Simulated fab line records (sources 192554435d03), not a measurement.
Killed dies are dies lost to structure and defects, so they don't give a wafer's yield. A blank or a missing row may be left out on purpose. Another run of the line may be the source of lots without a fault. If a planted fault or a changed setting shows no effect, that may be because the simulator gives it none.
fab line records	flow n5-finfet
record: lots: 7	wafers: 21
route steps=1938 shown SD_EPI_P@321 SD_ACTIVATION@331 HKMG_FIN@392 GATE_CUT@484
start-h: hours from the record's first day to the start of the lot's first wafer shown	wait-h: time in hours since the lot's previous step	" repeats the value in the row above	L1.1+2: several wafers, shown together as one row	- value missing, or start not given	* or withheld: withheld	< > ~ a bound
route shown NAME@n: NAME is a module with steps in the file, n the number in the route of the first one	usual: mean/standard deviation of fault-free wafers	same: alike in all rows	chamber/n: place in a boat	sites: each site's reading	_std_site: the values' standard deviation	_edge_site: inner sites' mean taken away from outer sites' mean	radius-mm: for every site, how far away it sits from the centre of the wafer	mask NAME#n: copy n	behind: the last tool/chamber to shape the wafer	hold: what put the lot on hold/how long, in hours/how the hold closed	device: the n, p or np transistor that did not switch	end of line: the tests these same wafers got at the end of their route	a step with no rows: only its recipe	killed: not the wafer's yield, but the dies lost to structure and defects at the first sort	map: per-die view of a wafer (x killed, . not killed, _ where there is no die)
set.NAME: setting as actually run; set.NAME@STEP: the setting as run at that earlier step	model.NAME: the simulator's own value behind a step, which no gauge read
lots with deliberately changed settings; one table per step, one row per wafer
== steps ==
step: N5_SD_EPI_P_EPI_21
recipe: material: SiGe:B	dopant: B	temp-c: 550	pressure-torr: 20	ambient: H2	time-s: 355
lot.wafer	tool	chamber	start-h	wait-h	set.temp-c	model.SiGe-B_of_SD_EPI_P_EPI_21.thk-nm
L076.2	epi-rpcvd-03	0	67.61	0.5	550	60.8
L076.4	"	0	"	"	547.5	57.4
L076.5	"	0	"	"	547.5	56.6
L083.3	epi-rpcvd-04	0	111.78	1.1	552.1	66.4
L083.4	"	0	"	"	552.1	65
L083.5	"	0	"	"	550	62.2
L085.3	epi-rpcvd-01	0	123.18	0.8	550	61
L085.4	"	0	"	"	553.8	66.2
L085.5	"	0	"	"	550	61.2
L086.1	epi-rpcvd-04	0	129.52	0.2	550	60.4
L086.3	"	0	"	"	550	60.8
L086.5	"	0	"	"	550	60.6
L088.2	epi-rpcvd-01	0	146.16	0.5	546.1	56
L088.3	"	0	"	"	550	61
L088.6	"	0	147.60	1.8	550	61.6
L089.1	epi-rpcvd-04	0	150.33	0.1	546.7	56
L089.3	"	0	"	"	546.7	56.2
L089.4	"	0	"	"	546.7	56.6
L095.2	epi-rpcvd-04	0	183.06	0.5	550	59.8
L095.3	"	0	"	"	550	60.4
L095.5	"	0	"	"	550	60.6
step: N5_SD_EPI_P_EPI_MEAS_23
recipe: mode: xrd
usual: thk-nm: 60.8/1.2
lot.wafer	tool	chamber	start-h	wait-h	set.temp-c@SD_EPI_P_EPI_21	thk-nm
L076.2	film-metro-02	-	69.45	1.5	550	59.9
L076.4	"	-	"	"	547.5	58.8
L076.5	"	-	"	"	547.5	58.5
L083.3	film-metro-02	-	113.74	1.5	552.1	65.3
L083.4	"	-	"	"	552.1	64.9
L083.5	"	-	"	"	550	63.1
L085.3	film-metro-01	-	124.66	1.1	550	61.1
L085.4	"	-	"	"	553.8	66.1
L085.5	"	-	"	"	550	62.2
L086.1	film-metro-02	-	132.43	2.4	550	59.7
L086.3	"	-	"	"	550	60.1
L086.5	"	-	"	"	550	58.9
L088.2	film-metro-01	-	148.00	1.5	546.1	55.8
L088.3	"	-	"	"	550	60.1
L088.6	"	-	"	"	550	62.3
L089.1	film-metro-02	-	152.52	1.8	546.7	57.4
L089.3	"	-	"	"	546.7	55.6
L089.4	"	-	"	"	546.7	56.1
L095.2	film-metro-01	-	184.90	1.5	550	60.3
L095.3	"	-	"	"	550	59.5
L095.5	"	-	"	"	550	61.5
step: N5_SD_EPI_P_HM_STRIP_48
recipe: chemistry: H3PO4	temp-c: 160	material: SiNx	target: SiNx	target-depth-a: 30	overetch-fraction: 0.3
lot.wafer	tool	chamber	start-h	wait-h	set.temp-c@SD_EPI_P_EPI_21	model.SiGe-B_of_SD_EPI_P_EPI_21.thk-nm
L076.2	wet-bench-04	3	69.49	0.0	550	60.6
L076.4	"	0	"	"	547.5	57
L076.5	"	5	"	"	547.5	56.4
L083.3	wet-bench-06	2	113.77	0.0	552.1	66
L083.4	"	3	"	"	552.1	64.6
L083.5	"	0	"	"	550	62
L085.3	wet-bench-03	4	124.69	0.0	550	60.8
L085.4	"	1	"	"	553.8	65.8
L085.5	"	2	"	"	550	61
L086.1	wet-bench-06	5	132.47	0.0	550	60
L086.3	"	3	"	"	550	60.6
L086.5	"	4	"	"	550	60.2
L088.2	wet-bench-06	0	148.05	0.0	546.1	55.8
L088.3	"	1	"	"	550	60.6
L088.6	"	7	"	"	550	61.4
L089.1+3	wet-bench-04	1,7	152.56	0.0	546.7	55.8
L089.4	"	2	"	"	546.7	56.2
L095.2	wet-bench-04	0	184.93	0.0	550	59.4
L095.3	"	5	"	"	550	60
L095.5	"	4	"	"	550	60.4
step: N5_SD_EPI_P_SRD_49
recipe: dry: ipa-marangoni	time-s: 30	temp-c: 23	rinse-liquid: diw
step: N5_SD_EPI_P_PRECLEAN_24
recipe: chemistry: O3/DIW	time-s: 45	temp-c: 22	o3-ppm: 10
lot.wafer	tool	chamber	start-h	wait-h	set.temp-c@SD_EPI_P_EPI_21	model.SiGe-B_of_SD_EPI_P_EPI_21.thk-nm
L076.2	wet-bench-04	3	69.56	0.0	550	60.4
L076.4	"	0	"	"	547.5	57
L076.5	"	5	"	"	547.5	56.2
L083.3	wet-bench-06	2	113.84	0.0	552.1	65.8
L083.4	"	3	"	"	552.1	64.4
L083.5	"	0	"	"	550	61.8
L085.3	wet-bench-03	4	124.76	0.0	550	60.6
L085.4	"	1	"	"	553.8	65.8
L085.5	"	2	"	"	550	60.8
L086.1	wet-bench-06	5	132.54	0.0	550	59.8
L086.3	"	3	"	"	550	60.4
L086.5	"	4	"	"	550	60.2
L088.2	wet-bench-06	0	148.12	0.0	546.1	55.6
L088.3	"	1	"	"	550	60.6
L088.6	"	7	"	"	550	61.2
L089.1+3	wet-bench-04	1,7	152.63	0.0	546.7	55.6
L089.4	"	2	"	"	546.7	56.2
L095.2	wet-bench-04	0	185.00	0.0	550	59.4
L095.3	"	5	"	"	550	60
L095.5	"	4	"	"	550	60.2
step: N5_SD_ACTIVATION_LSA_01
recipe: temp-c: 1080	time-s: 0.0008	ambient: N2
usual: wafer_temp_C_max: 1083.1/0.82
lot.wafer	tool	chamber	start-h	wait-h	set.temp-c	wafer_temp_C_max
L076.2	laser-anneal-01	0	69.92	0.2	1080	1083.9
L076.4	"	0	"	"	1080	1082.2
L076.5	"	0	"	"	1080	1082.7
L083.3	laser-anneal-02	0	114.20	0.2	1080	1083.1
L083.4	"	0	"	"	1080	1082.9
L083.5	"	0	"	"	1092	1094.3
L085.3	laser-anneal-02	0	125.12	0.2	1048	1051.1
L085.4	"	0	"	"	1080	1082.2
L085.5	"	0	"	"	1080	1083.1
L086.1	laser-anneal-01	0	132.85	0.2	1080	1084.8
L086.3	"	0	"	"	1061	1063.8
L086.5	"	0	"	"	1080	1083.5
L088.2	laser-anneal-01	0	148.47	0.2	1080	1083.0
L088.3	"	0	"	"	1080	1083.4
L088.6	"	0	"	"	1080	1083.4
L089.1	laser-anneal-02	0	152.94	0.2	1080	1082.1
L089.3	"	0	"	"	1080	1082.6
L089.4	"	0	"	"	1047	1049.7
L095.2	laser-anneal-02	0	185.33	0.2	1080	1083.2
L095.3	"	0	"	"	1080	1081.7
L095.5	"	0	"	"	1080	1083.5
step: N5_SD_ACTIVATION_RS_MEAS_03
recipe: thk-meas-gauge: four-point-probe
usual: RS_SD_N: 21.9/0.31	RS_SD_P: 56.3/0.91
lot.wafer	tool	chamber	start-h	wait-h	set.temp-c@SD_EPI_P_EPI_21	set.temp-c@SD_ACTIVATION_LSA_01	RS_SD_N[ohm/sq]	RS_SD_P[ohm/sq]
L076.2	film-metro-02	-	70.12	0.2	550	1080	22.0	56.2
L076.4	"	-	"	"	547.5	1080	21.8	60.2
L076.5	"	-	"	"	547.5	1080	21.8	60.5
L083.3	film-metro-02	-	114.38	0.2	552.1	1080	22.2	50.9
L083.4	"	-	"	"	552.1	1080	22.0	52.2
L083.5	"	-	"	"	550	1092	21.1	54.4
L085.3	film-metro-01	-	125.30	0.2	550	1048	25.5	56.5
L085.4	"	-	"	"	553.8	1080	22.2	50.3
L085.5	"	-	"	"	550	1080	22.3	55.3
L086.1	film-metro-01	-	133.05	0.2	550	1080	21.9	56.8
L086.3	"	-	"	"	550	1061	23.6	56.7
L086.5	"	-	"	"	550	1080	21.9	57.1
L088.2	film-metro-02	-	148.67	0.2	546.1	1080	21.9	61.1
L088.3	"	-	"	"	550	1080	21.8	56.1
L088.6	"	-	"	"	550	1080	22.0	55.9
L089.1	film-metro-02	-	153.16	0.2	546.7	1080	21.9	62.1
L089.3	"	-	"	"	546.7	1080	22.1	60.8
L089.4	"	-	"	"	546.7	1047	25.4	61.7
L095.2	film-metro-02	-	185.52	0.2	550	1080	22.0	57.1
L095.3	"	-	"	"	550	1080	22.1	56.4
L095.5	"	-	"	"	550	1080	21.6	56.6
step: N5_HKMG_FIN_COAT_43
recipe: resist: CAR-ArF	spin-rpm: 1500	resist-thk-nm: 90
lot.wafer	tool	chamber	start-h	wait-h	set.spin-rpm	model.CAR-ArF_of_HKMG_FIN_COAT_43.thk-nm
L076.2+5	litho-track-01	0	-	-	1500	90.2
L076.4	"	0	"	"	1625	86.8
L083.3+4+5	litho-track-01	0	-	-	1500	89.8
L085.3	litho-track-01	0	-	-	1568	88.2
L085.4	"	0	"	"	1500	90.2
L085.5	"	0	"	"	1568	88
L086.1+3	litho-track-02	0	-	-	1500	90
L086.5	"	0	"	"	1500	89.6
L088.2	litho-track-02	0	-	-	1338	95.4
L088.3	"	0	"	"	1500	90.2
L088.6	"	0	"	"	1500	90
L089.1	litho-track-01	0	-	-	1500	90
L089.3	"	0	"	"	1632	86.6
L089.4	"	0	"	"	1632	86.4
L095.2	litho-track-04	0	-	-	1500	89.8
L095.3+5	"	0	"	"	1500	90
step: N5_HKMG_FIN_EBR_45
recipe: solvent: PGMEA	ebr-width-mm: 1.5
step: N5_HKMG_FIN_SOFTBAKE_44
recipe: temp-c: 110	time-s: 60	resist: CAR-ArF
step: N5_HKMG_FIN_EXPOSE_46
recipe: mask-id: NDIPOLE	na: 1.35	source-shape: conventional	sigma-outer: 0.8	polarization: unpolarized	dose-mj: 40
step: N5_HKMG_FIN_PEB_47
recipe: peb-temp-c: withheld	peb-time-s: 60	resist: CAR-ArF
step: N5_HKMG_FIN_DEVELOP_48
recipe: develop-time-s: 30	developer: TMAH	resist: CAR-ArF	rinse-liquid: diw	dry: air-spin	dev-temp-c: 23
lot.wafer	tool	chamber	start-h	wait-h	set.spin-rpm@HKMG_FIN_COAT_43	model.CAR-ArF_of_HKMG_FIN_COAT_43.thk-nm
L076.2	litho-track-04	0	-	-	1500	88.6
L076.4	"	0	"	"	1625	85
L076.5	"	0	"	"	1500	88.4
L083.3+4+5	litho-track-02	0	-	-	1500	88
L085.3+5	litho-track-02	0	-	-	1568	86.4
L085.4	"	0	"	"	1500	88.4
L086.1+3	litho-track-04	0	-	-	1500	88.4
L086.5	"	0	"	"	1500	88
L088.2	litho-track-01	0	-	-	1338	93.8
L088.3	"	0	"	"	1500	88.6
L088.6	"	0	"	"	1500	88.2
L089.1	litho-track-02	0	-	-	1500	88.2
L089.3+4	"	0	"	"	1632	84.8
L095.2	litho-track-02	0	-	-	1500	88
L095.3	"	0	"	"	1500	88.4
L095.5	"	0	"	"	1500	88.2
step: N5_HKMG_FIN_ETCH_55
recipe: chemistry: N2/H2	target: SOC	target-depth-a: 2400	temp-c: 40	time-s: 300	ion-energy-ev: 200	mask-material: SiARC	pressure-mtorr: 30	source-w: 840	bias-w: 150	n2-flow-sccm: 200	h2-flow-sccm: 200
lot.wafer	tool	chamber	start-h	wait-h	set.time-s	model.etch.depth-nm	model.HKMG_FIN.feature-depth-nm	model.SiARC_of_HKMG_FIN_COAT_42.thk-nm
L076.2	rie-diel-05	1	83.50	0.0	300	241.2	241.2	21.2
L076.4	"	2	"	"	300	244.2	244.2	21
L076.5	"	3	"	"	347	278.2	278.2	19.2
L083.3	rie-diel-06	0	127.88	0.0	300	243.9	244	20.8
L083.4	"	1	"	"	347.8	277	277	19
L083.5	"	0	"	"	300	243	243	20.8
L085.3	rie-diel-06	1	137.95	0.0	300	238.1	238	21.2
L085.4	"	2	"	"	300	238	238	21.2
L085.5	"	3	"	"	300	239.3	239.4	21
L086.1	rie-diel-06	0	147.18	0.0	300	241.1	241.2	21
L086.3	"	1	"	"	300	237.7	237.6	21.4
L086.5	"	3	"	"	300	238.4	238.4	21.2
L088.2	rie-diel-03	1	161.80	0.0	260.8	208.5	208.6	23
L088.3	"	0	"	"	300	234.7	234.6	21.6
L088.6	"	3	"	"	260.8	205.6	205.6	23.2
L089.1	rie-diel-06	3	167.47	0.0	341.9	272.6	272.6	19.2
L089.3	"	2	"	"	300	239.6	239.6	21.4
L089.4	"	1	"	"	341.9	275.8	275.8	19.4
L095.2	rie-diel-05	2	201.78	0.0	300	243	243	21
L095.3	"	3	"	"	300	239.5	239.6	21.4
L095.5	"	3	"	"	300	240.4	240.4	21.4
step: N5_HKMG_FIN_STRIP_56
recipe: chemistry: N2/H2	temp-c: 40	n2-flow-sccm: 200	h2-flow-sccm: 200	rf-frequency-hz: 6e+07
step: N5_HKMG_FIN_STRIP_57
recipe: chemistry: CF4	resist: SiARC	power-w: 300	bias-power-w: 75	pressure-mtorr: 50	cf4-flow-sccm: 150	rf-frequency-hz: 6e+07
step: N5_HKMG_FIN_ETCH_58
recipe: chemistry: N2/H2	target: SOC	target-depth-a: 2158	ion-energy-ev: 50	bias-w: 13	time-s: 741	pressure-mtorr: 30	source-w: 875	n2-flow-sccm: 200	h2-flow-sccm: 200
lot.wafer	tool	chamber	start-h	wait-h	set.time-s@HKMG_FIN_ETCH_55	model.HKMG_FIN.cd-offset-nm
L076.2	rie-diel-05	1	83.71	0.0	300	-0.4
L076.4	"	2	"	"	300	-0.6
L076.5	"	3	"	"	347	1
L083.3+5	rie-diel-06	0	128.09	0.0	300	-1.2
L083.4	"	1	"	"	347.8	0.6
L085.3+5	rie-diel-06	1,3	138.16	0.0	300	0.4
L085.4	"	2	"	"	300	0.2
L086.1	rie-diel-06	0	147.39	0.0	300	0.2
L086.3	"	1	"	"	300	1
L086.5	"	3	"	"	300	0.6
L088.2	rie-diel-03	1	162.01	0.0	260.8	-1
L088.3	"	0	"	"	300	0
L088.6	"	3	"	"	260.8	-0.8
L089.1	rie-diel-06	3	167.69	0.0	341.9	1
L089.3	"	2	"	"	300	0.4
L089.4	"	1	"	"	341.9	0.8
L095.2+5	rie-diel-05	2,3	201.99	0.0	300	-0.2
L095.3	"	3	"	"	300	0.6
step: N5_HKMG_FIN_EXPOSE_09
recipe: mask-id: NWFM	na: 1.35	source-shape: conventional	sigma-outer: 0.8	polarization: unpolarized	dose-mj: 39.25
lot.wafer	tool	chamber	start-h	wait-h	mask	set.dose-mj
L076.2+4	arfi-scanner-03	0	87.17	-	NWFM#0	40.63
L076.5	"	0	"	"	NWFM#0	39.25
L083.3+4	arfi-scanner-03	0	130.99	-	NWFM#0	39.25
L083.5	"	0	"	"	NWFM#0	40.09
L085.3	arfi-scanner-01	0	141.06	-	NWFM#0	36.71
L085.4+5	"	0	"	"	NWFM#0	39.25
L086.1+3+5	arfi-scanner-01	0	150.12	-	NWFM#0	39.25
L088.2	arfi-scanner-01	0	164.90	-	NWFM#0	39.25
L088.3+6	"	0	"	"	NWFM#0	37.21
L089.1+4	arfi-scanner-03	0	170.67	-	NWFM#0	39.25
L089.3	"	0	"	"	NWFM#0	36.55
L095.2+3+5	arfi-scanner-01	0	204.85	-	NWFM#0	39.25
step: N5_HKMG_FIN_PEB_10
recipe: peb-temp-c: withheld	peb-time-s: 60	resist: CAR-ArF
step: N5_HKMG_FIN_DEVELOP_11
recipe: develop-time-s: 30	developer: TMAH	resist: CAR-ArF	dev-temp-c: 23	rinse-liquid: diw	dry: air-spin
step: N5_HKMG_FIN_CD_MEAS_12
recipe: target-cd-nm: 92.8	landing-energy-ev: 500	detector: se-inlens
usual: cd-nm: 92.9/0.58
lot.wafer	tool	chamber	start-h	wait-h	set.dose-mj@HKMG_FIN_EXPOSE_09	cd-nm
L076.2	cd-sem-02	0	87.29	-	40.63	94.1
L076.4	"	0	"	"	40.63	94.1
L076.5	"	0	"	"	39.25	92.6
L083.3	cd-sem-03	0	131.11	-	39.25	93.7
L083.4	"	0	"	"	39.25	93.4
L083.5	"	0	"	"	40.09	95.0
L085.3	cd-sem-03	0	141.17	-	36.71	89.9
L085.4	"	0	"	"	39.25	93.0
L085.5	"	0	"	"	39.25	93.5
L086.1	cd-sem-02	0	150.25	-	39.25	92.7
L086.3	"	0	"	"	39.25	91.7
L086.5	"	0	"	"	39.25	91.9
L088.2	cd-sem-02	0	165.02	-	39.25	92.9
L088.3	"	0	"	"	37.21	89.8
L088.6	"	0	"	"	37.21	90.5
L089.1	cd-sem-02	0	170.79	-	39.25	93.1
L089.3	"	0	"	"	36.55	88.8
L089.4	"	0	"	"	39.25	93.0
L095.2	cd-sem-03	0	204.97	-	39.25	92.0
L095.3	"	0	"	"	39.25	92.5
L095.5	"	0	"	"	39.25	92.5
step: N5_HKMG_FIN_ETCH_32
recipe: chemistry: N2/H2	target: SOC	target-depth-a: 2400	temp-c: 40	time-s: 300	ion-energy-ev: 200	mask-material: SiARC	pressure-mtorr: 30	source-w: 840	bias-w: 150	n2-flow-sccm: 200	h2-flow-sccm: 200
usual: rf-vpp-V: 523.0/2.2
lot.wafer	tool	chamber	start-h	wait-h	set.bias-w	rf-vpp-V	model.HKMG_FIN.feature-depth-nm	model.etch.depth-nm	model.SiARC_of_HKMG_FIN_COAT_30.thk-nm
L076.2	rie-diel-03	1	87.47	0.0	159.1	543.0	247.4	247.3	20.2
L076.4	"	3	"	"	150	524.4	237.6	237.6	21.4
L076.5	"	2	"	"	159.1	538.4	244.6	244.6	20.4
L083.3	rie-diel-03	3	131.28	0.0	150	522.4	239.4	239.3	21.2
L083.4	"	2	"	"	165.3	562.5	258.8	258.9	19.2
L083.5	"	1	"	"	165.3	556.5	253	252.9	19.6
L085.3	rie-diel-05	2	141.69	0.0	150	524.1	240.6	240.6	21.4
L085.4	"	0	"	"	124.8	465.2	224.6	224.6	24
L085.5	"	0	"	"	124.8	466.1	221.6	221.6	24.2
L086.1	rie-diel-06	0	150.43	0.0	150	522.2	242.2	242.3	20.8
L086.3	"	2	"	"	150	525.3	238.4	238.4	21.4
L086.5	"	1	"	"	136.7	491.5	228.8	228.8	22.8
L088.2	rie-diel-06	1	165.45	0.0	150	521.0	239	239.1	21.4
L088.3	"	0	"	"	150	523.0	242.2	242.2	21
L088.6	"	1	"	"	150	521.4	237.8	237.9	21.4
L089.1	rie-diel-05	1	171.10	0.0	150	519.3	238	238.1	21.4
L089.3	"	3	"	"	150	523.2	238	238	21.4
L089.4	"	0	"	"	173.3	572.9	262.2	262.2	18.2
L095.2	rie-diel-03	1	205.19	0.0	150	522.4	242.4	242.4	21.2
L095.3	"	2	"	"	150	529.2	245.8	245.8	21
L095.5	"	2	"	"	150	528.7	244.8	244.8	21
step: N5_GATE_CUT_EXPOSE_10
recipe: mask-id: GATE_CUT	na: 0.33	source-shape: annular	sigma-inner: 0.35	sigma-outer: 0.8	polarization: unpolarized	target-cd-nm: 20	dose-mj: 43.25
lot.wafer	tool	chamber	start-h	wait-h	mask	set.dose-mj
L076.2+4	euv-scanner-02	0	95.22	-	GATE_CUT#0	45.82
L076.5	"	0	"	"	GATE_CUT#0	43.25
L083.3+5	euv-scanner-01	0	139.23	-	GATE_CUT#0	43.25
L083.4	"	0	"	"	GATE_CUT#0	42.12
L085.3+5	euv-scanner-02	0	150.02	-	GATE_CUT#0	41.76
L085.4	"	0	"	"	GATE_CUT#0	43.25
L086.1+3	euv-scanner-02	0	158.27	-	GATE_CUT#0	40.31
L086.5	"	0	"	"	GATE_CUT#0	43.25
L088.2+3	euv-scanner-02	0	173.32	-	GATE_CUT#0	43.25
L088.6	"	0	"	"	GATE_CUT#0	40.12
L089.1	euv-scanner-02	0	179.07	-	GATE_CUT#0	43.25
L089.3+4	"	0	"	"	GATE_CUT#0	41.47
L095.2+3+5	euv-scanner-02	0	214.17	-	GATE_CUT#0	43.25
step: N5_GATE_CUT_PEB_11
recipe: peb-temp-c: 100	peb-time-s: 60	resist: CAR-EUV
step: N5_GATE_CUT_DEVELOP_12
recipe: develop-time-s: 30	developer: TMAH	resist: CAR-EUV	rinse-liquid: surfactant-rinse	dry: air-spin	dev-temp-c: 23
step: N5_GATE_CUT_CD_MEAS_13
recipe: target-cd-nm: 20	landing-energy-ev: 500	detector: se-inlens
usual: cd-nm: 19.95/0.24
lot.wafer	tool	chamber	start-h	wait-h	set.dose-mj@GATE_CUT_EXPOSE_10	cd-nm
L076.2	cd-sem-02	0	95.35	-	45.82	21.18
L076.4	"	0	"	"	45.82	21.20
L076.5	"	0	"	"	43.25	19.68
L083.3	cd-sem-01	0	139.36	-	43.25	19.57
L083.4	"	0	"	"	42.12	19.37
L083.5	"	0	"	"	43.25	19.69
L085.3	cd-sem-03	0	150.14	-	41.76	19.02
L085.4	"	0	"	"	43.25	19.98
L085.5	"	0	"	"	41.76	19.19
L086.1	cd-sem-02	0	158.41	-	40.31	18.18
L086.3	"	0	"	"	40.31	18.21
L086.5	"	0	"	"	43.25	19.50
L088.2	cd-sem-03	0	173.44	-	43.25	20.62
L088.3	"	0	"	"	43.25	20.22
L088.6	"	0	"	"	40.12	18.13
L089.1	cd-sem-03	0	179.21	-	43.25	20.32
L089.3	"	0	"	"	41.47	19.06
L089.4	"	0	"	"	41.47	19.27
L095.2	cd-sem-01	0	214.30	-	43.25	19.94
L095.3	"	0	"	"	43.25	20.12
L095.5	"	0	"	"	43.25	20.05
step: N5_GATE_CUT_DESCUM_18
recipe: chemistry: O2	time-s: 7	source-power-w: 50	bias-power-w: 20	pressure-mtorr: 20	rf-frequency-hz: 2.712e+07	temp-c: 40	resist: CAR-EUV	o2-flow-sccm: 225
lot.wafer	tool	chamber	start-h	wait-h	set.dose-mj@GATE_CUT_EXPOSE_10	model.GATE_CUT.cd-nm
L076.2	rie-diel-04	2	95.47	0.0	45.82	21
L076.4	"	0	"	"	45.82	20.8
L076.5	"	0	"	"	43.25	19.6
L083.3	rie-diel-02	0	139.48	0.0	43.25	19.6
L083.4	"	0	"	"	42.12	19
L083.5	"	2	"	"	43.25	19.8
L085.3	rie-diel-04	1	150.66	0.4	41.76	18.8
L085.4	"	0	"	"	43.25	20
L085.5	"	0	"	"	41.76	19
L086.1	rie-diel-04	2	158.78	0.3	40.31	18.2
L086.3	"	3	"	"	40.31	18
L086.5	"	0	"	"	43.25	19.8
L088.2+3	rie-diel-02	2,3	173.61	0.1	43.25	20
L088.6	"	1	"	"	40.12	18.2
L089.1	rie-diel-01	3	179.33	0.0	43.25	20.2
L089.3	"	1	"	"	41.47	19
L089.4	"	1	"	"	41.47	19.2
L095.2+3+5	rie-diel-02	3,0,1	215.12	0.7	43.25	20
== key ==
split: step: N5_SD_EPI_P_EPI_21	setting: temp-c	stated: 550	by: wafer
response: step: N5_SD_EPI_P_EPI_21	reading: model.SiGe-B_of_SD_EPI_P_EPI_21.thk-nm	change: +7.76	per: 1%	r: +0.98
response: step: N5_SD_EPI_P_EPI_MEAS_23	reading: thk-nm	change: *	per: 1%	r: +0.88
response: step: N5_SD_EPI_P_HM_STRIP_48	reading: model.SiGe-B_of_SD_EPI_P_EPI_21.thk-nm	change: +7.58	per: 1%	r: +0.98
response: step: N5_SD_EPI_P_PRECLEAN_24	reading: model.SiGe-B_of_SD_EPI_P_EPI_21.thk-nm	change: +7.71	per: 1%	r: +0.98
response: step: N5_SD_ACTIVATION_RS_MEAS_03	reading: RS_SD_P	change: -7.85	per: 1%	r: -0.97
split: step: N5_SD_ACTIVATION_LSA_01	setting: temp-c	stated: 1080	by: wafer
response: step: N5_SD_ACTIVATION_LSA_01	reading: wafer_temp_C_max	change: *	per: 1%	r: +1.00
response: step: N5_SD_ACTIVATION_RS_MEAS_03	reading: RS_SD_N	change: -1.08	per: 1%	r: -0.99
split: step: N5_HKMG_FIN_COAT_43	setting: spin-rpm	stated: 1500	by: wafer
response: step: N5_HKMG_FIN_COAT_43	reading: model.CAR-ArF_of_HKMG_FIN_COAT_43.thk-nm	change: -0.443	per: 1%	r: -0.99
response: step: N5_HKMG_FIN_DEVELOP_48	reading: model.CAR-ArF_of_HKMG_FIN_COAT_43.thk-nm	change: -0.445	per: 1%	r: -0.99
split: step: N5_HKMG_FIN_ETCH_55	setting: time-s	stated: 300	by: wafer
response: step: N5_HKMG_FIN_ETCH_55	reading: model.etch.depth-nm	change: +2.23	per: 1%	r: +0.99
response: step: N5_HKMG_FIN_ETCH_55	reading: model.HKMG_FIN.feature-depth-nm	change: +2.23	per: 1%	r: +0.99
response: step: N5_HKMG_FIN_ETCH_55	reading: model.SiARC_of_HKMG_FIN_COAT_42.thk-nm	change: -0.124	per: 1%	r: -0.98
response: step: N5_HKMG_FIN_ETCH_58	reading: model.HKMG_FIN.cd-offset-nm	change: +0.082	per: 1%	r: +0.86
split: step: N5_HKMG_FIN_EXPOSE_09	setting: dose-mj	stated: 39.25	by: wafer
response: step: N5_HKMG_FIN_CD_MEAS_12	reading: cd-nm	change: +0.552	per: 1%	r: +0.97
split: step: N5_HKMG_FIN_ETCH_32	setting: bias-w	stated: 150	by: wafer
response: step: N5_HKMG_FIN_ETCH_32	reading: rf-vpp-V	change: +3.43	per: 1%	r: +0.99
response: step: N5_HKMG_FIN_ETCH_32	reading: model.HKMG_FIN.feature-depth-nm	change: +1.33	per: 1%	r: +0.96
response: step: N5_HKMG_FIN_ETCH_32	reading: model.etch.depth-nm	change: +1.33	per: 1%	r: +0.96
response: step: N5_HKMG_FIN_ETCH_32	reading: model.SiARC_of_HKMG_FIN_COAT_30.thk-nm	change: -0.182	per: 1%	r: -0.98
split: step: N5_GATE_CUT_EXPOSE_10	setting: dose-mj	stated: 43.25	by: wafer
response: step: N5_GATE_CUT_CD_MEAS_13	reading: cd-nm	change: +0.253	per: 1%	r: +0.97
response: step: N5_GATE_CUT_DESCUM_18	reading: model.GATE_CUT.cd-nm	change: +0.25	per: 1%	r: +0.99
